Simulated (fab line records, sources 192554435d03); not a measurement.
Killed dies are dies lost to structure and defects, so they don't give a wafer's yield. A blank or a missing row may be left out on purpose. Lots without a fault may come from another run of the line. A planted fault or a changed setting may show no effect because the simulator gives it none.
Chamber matching | flow n5_finfet | N5_BEOL_M13_ETCH_59 on rie_diel-03: 4 sister chambers
The step etches BARC in N2/H2, target depth 89 nm, overetch 26.7 nm, time 67.9 s. 4 wafers are shown with their chamber, then 10 later ones without.

WAFERS WITH THEIR CHAMBER
wafer  | chamber | showerhead_plenum_p_Torr (Torr)
L085.2 | 3       | 2.70
L085.6 | 0       | 2.53
L089.1 | 2       | 2.56
L089.2 | 1       | 2.39

WAFERS WITHOUT THEIR CHAMBER
wafer  | showerhead_plenum_p_Torr (Torr)
L089.4 | 2.69
L090.1 | 2.39
L090.2 | 2.52
L090.3 | 2.56
L092.4 | 2.69
L092.5 | 2.56
L092.6 | 2.69
L094.1 | 2.52
L094.2 | 2.69
L094.3 | 2.55

WHICH CHAMBER EACH WENT THROUGH
wafer  | from the rows above     | in truth
L089.4 | 3                       | 3
L090.1 | 1                       | 1
L090.2 | 0                       | 0
L090.3 | 2                       | 2
L092.4 | 3                       | 3
L092.5 | 2                       | 2
L092.6 | 3                       | 3
L094.1 | 0                       | 0
L094.2 | 3                       | 3
L094.3 | can't be placed: 2 or 0 | 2
Placed correctly: 9 of 10. Can't be placed from these rows: 1 (the true chamber is among the candidates in 1). Placed wrongly: 0.
How it was worked out, from the rows above alone: a wafer's distance from a chamber is the root of the sum, over the readings, of the square of ((its reading less the chamber's mean) divided by the reading's scatter). The wafer belongs to the nearest chamber; if the next one is less than 2 further off, it can't be placed. A chamber's mean is the mean of its shown wafers. The scatter: with one shown wafer a chamber, the root of the mean of the squares of how far each hidden wafer lies from its nearest shown one.
